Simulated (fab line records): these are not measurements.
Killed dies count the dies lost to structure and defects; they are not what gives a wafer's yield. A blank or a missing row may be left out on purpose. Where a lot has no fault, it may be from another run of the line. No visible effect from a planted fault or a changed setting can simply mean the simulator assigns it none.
Which tool is to blame? ; flow n5-finfet ; 42 wafers from 15 lots sampled at 2 of the route's 1938 steps

== WHAT THE GAUGES SHOWED, per wafer ==
N5_WELL_APT_OVL_MEAS_09.
lot;measured;on;NWELL_OVL (nm)
L682;day 2 13:47;overlay-01;1 -3 10
L683;day 2 19:45;overlay-02;2 6 2
L684;day 3 01:48;overlay-01;4 1 -8
L686;day 3 13:50;overlay-02;1 6 0
L687;day 3 19:49;overlay-01;5 4
L688;day 4 01:43;overlay-02;3 6 7
L689;day 4 07:53;overlay-02;-10 6 2
L691;day 4 19:59;overlay-02;-4 2 5
L693;day 5 07:43;overlay-02;-10 -3 -9
L694;day 5 13:43;overlay-01;-3 -1 -2
L695;day 5 19:52;overlay-02;3 1 5
L696;day 6 01:40;overlay-01;7 -1 10
L697;day 6 07:40;overlay-01;8 8 2
L699;day 6 19:53;overlay-02;-5 3
L701;day 7 07:43;overlay-01;-4 -5

== WHAT TOOL EACH LOT RAN ON (gives the tool, then ch and the chambers of the sampled wafers, and finally the start) ==
lot;N5_ZERO_LAYER_ETCH_17
L682;rie-diel-03 ch 2,3, day 2 12:55
L683;rie-diel-01 ch 1,3, day 2 18:44
L684;rie-diel-01 ch 0,1,3, day 3 00:55
L686;rie-diel-01 ch 0,2,3, day 3 12:50
L687;rie-diel-02 ch 1,2, day 3 18:50
L688;rie-diel-03 ch 0,3, day 4 00:50
L689;rie-diel-03 ch 0,1,2, day 4 06:52
L691;rie-diel-01 ch 0,1,3, day 4 18:47
L693;rie-diel-03 ch 0,1,2, day 5 06:43
L694;rie-diel-01 ch 0,1,3, day 5 12:43
L695;rie-diel-02 ch 0,1,3, day 5 18:52
L696;rie-diel-03 ch 0,1,3, day 6 00:46
L697;rie-diel-02 ch 0,3, day 6 06:47
L699;rie-diel-02 ch 0,1, day 6 18:53
L701;rie-diel-02 ch 0,1, day 7 06:50
- N5_ZERO_LAYER_ETCH_17: etches SiO2 in CF4, target depth 12 nm, time 13.3 s.

== AS READ BY THE TOOLS THEMSELVES (means over the sampled wafers that have a number; for cases with no such wafer, the mark the record gives instead) ==
N5_ZERO_LAYER_ETCH_17.
lot;tool;chamber-pressure-mTorr (mTorr);drypump-motor-current-A (A);oes-product-au (a.u.);rf-vpp-V (V);showerhead-plenum-p-Torr (Torr);throttle-valve-pct (%)
L682;rie-diel-03;40.01;6.5;0.76;952;2.19;15.67
L683;rie-diel-01;40.01;6.0;0.69;947;2.13;15.95
L684;rie-diel-01;40.02;6.0;0.70;949;2.16;15.86
L686;rie-diel-01;40.00;6.0;0.73;951;2.19;15.75
L687;rie-diel-02;39.97;5.7;0.74;944;2.06;16.05
L688;rie-diel-03;39.99;6.1;0.76;953;2.20;15.64
L689;rie-diel-03;40.04;5.9;0.75;949;2.13;15.63
L691;rie-diel-01;40.02;6.0;0.81;949;2.16;15.73
L693;rie-diel-03;39.99;5.9;0.74;947;2.12;15.63
L694;rie-diel-01;40.04;6.0;0.79;949;2.15;15.74
L695;rie-diel-02;40.01;6.1;0.80;947;2.11;15.59
L696;rie-diel-03;39.99;5.8;0.73;951;2.16;15.69
L697;rie-diel-02;40.01;6.4;0.86;948;2.15;15.33
L699;rie-diel-02;40.00;6.2;0.82;946;2.13;15.65
L701;rie-diel-02;39.98;6.2;0.82;946;2.12;15.65

== THE ANSWER, worked out from the rows above alone ==
Rule: usual is defined by the lots themselves. The widest of any qualifying gaps counts: lots, ordered by their means at a reading, are off when they make up no more than a third of the lots, leave a main group of 4 or more, and stand apart from it by 3 or more times the standard deviation of that group's means. A main group whose means are all the same, to the digits that the tables above print for the reading, isn't used. A lot without any number at a reading at which 4 lots or more have one is off too. Any other lot the step has rows for is counted as sound. First the gauges in route order, then the tools' own readings, where a lot's mean is used as printed above. At the first step where some lot is off, the reading lying furthest off is the one used; lots without a number count as furthest.
No lot is off on any of the readings shown, so nothing can be concluded from this.

== WHAT THE SIMULATOR HAD PUT IN ==
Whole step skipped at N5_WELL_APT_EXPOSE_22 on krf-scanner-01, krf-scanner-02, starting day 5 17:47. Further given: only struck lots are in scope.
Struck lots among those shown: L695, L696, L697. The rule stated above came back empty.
